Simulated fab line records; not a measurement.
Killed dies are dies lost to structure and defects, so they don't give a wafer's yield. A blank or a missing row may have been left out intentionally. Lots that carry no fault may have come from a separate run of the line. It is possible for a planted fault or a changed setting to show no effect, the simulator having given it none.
A lot that was struck, set against a sound lot	flow nand harc	18 steps out of a route of 1302
Sound: wafers L942.2, L942.3, L942.6. The struck wafers were L953.3, L953.5, L953.6. Last of all comes the cause.
Order at every step that has rows: each side's tool, ch and its chambers, its first start. Under that, the readings that differ: sound wafers	struck wafers	difference of the means	sigmas: that difference in standard deviations of wafers without a fault.
alike: a reading whose means differ by less than 2 such deviations, as well as words and numbers matching on both sides. not compared: withheld readings; readings where some wafer has no value; bounds like >300 that might hide an equal value; numbers whose values overlap and for which the record gives no deviation.
The two part at a step that has a row with sigmas, a row that says differs or no value, or rows on one side only. Numbers that don't overlap but have no deviation are shown without sigmas and don't part them. A reading that every wafer of one side lacks parts them only if that side has two wafers or more.

first, 6 steps without rows for these wafers: NHARC_P_ZERO_WELL_COAT_46; NHARC_P_ZERO_WELL_SOFTBAKE_47 (time 95 s); NHARC_P_ZERO_WELL_EBR_48; NHARC_P_ZERO_WELL_EXPOSE_49 (exposes mask P HVPW, target cd 2000 nm); NHARC_P_ZERO_WELL_PEB_50 (peb time 85 s); NHARC_P_ZERO_WELL_DEVELOP_51 (time 70 s).
NHARC_P_ZERO_WELL_CD_MEAS_52: the cd target is 2000 nm.
  sound on cd sem-01 ch 0, day 3 17:58; struck on cd sem-03 ch 0, day 8 07:45
  alike: cd nm
then, 1 step without rows for these wafers: NHARC_P_ZERO_WELL_HARDBAKE_53 (time 80 s).
NHARC_P_ZERO_WELL_DESCUM_54: chemistry O2, time 3 s.
  sound on rie diel-08 ch 1,2,3, day 3 18:08; struck on rie diel-06 ch 1,2, day 8 07:54
  alike: chamber pressure mTorr, drypump motor current A, oes product au, rf vpp V, showerhead plenum p Torr, throttle valve pct
  not compared: rf hours counter h
then, 3 steps without rows for these wafers: NHARC_P_ZERO_WELL_IMPLANT_55; NHARC_P_ZERO_WELL_IMPLANT_61; NHARC_P_ZERO_WELL_STRIP_56 (strips in SPM, time 840 s).
NHARC_P_ZERO_WELL_PRECLEAN_68: cleans in SC1, time 60 s.
  sound on wet bench-01 ch 1,4,5, day 3 18:43; struck on wet bench-06 ch 1,5,6, day 8 08:29
  alike: sc1 h2o2 end mol l
then, 1 step without rows for these wafers: NHARC_P_ZERO_WELL_SRD_69.
NHARC_P_ZERO_WELL_RTA_42: time 300 s.
  sound on rtp anneal-01 ch 0, day 3 19:13; struck on rtp anneal-02 ch 0, day 8 09:06
reading	sound	struck	difference	sigmas
lamp_zone_3_pct (%)	36.0 36.1 36.0	37.7 37.8 37.8	+1.7	+2
wafer_temp_C_max	1104.8 1106.9 1106.0	1102.3 1101.7 1101.4	-4.1	-2
  alike: lamp power pct, lamp_zone_6_pct
NHARC_P_ZERO_WELL_INSPECT_43:
  sound: defect inspect-02 at day 3 19:47; struck: defect inspect-02 at day 8 09:34
reading	sound	struck	difference	sigmas
raw defect count	19 10 7	1429 1553 1522	+1489	+99 or more
then, 1 step without rows for these wafers: NHARC_P_STI_ETCH_26 (etches SiO2 in dHF, target depth 11 nm).
-- record jumps: 22 days between struck wafers' starts before vs after; left off in module P_STI, resumes in module END, first step shown is number 1302 of the route --
NHARC_END_SORT_01:
  at this point the record logs the struck wafers (prober-02 ch 0, day 30 06:20) and has no rows for the sound ones

== WHERE THEY PART ==
Last at NHARC_END_SORT_01 as far as this record goes, first at NHARC_P_ZERO_WELL_RTA_42.

WHY: the cause the simulator had injected
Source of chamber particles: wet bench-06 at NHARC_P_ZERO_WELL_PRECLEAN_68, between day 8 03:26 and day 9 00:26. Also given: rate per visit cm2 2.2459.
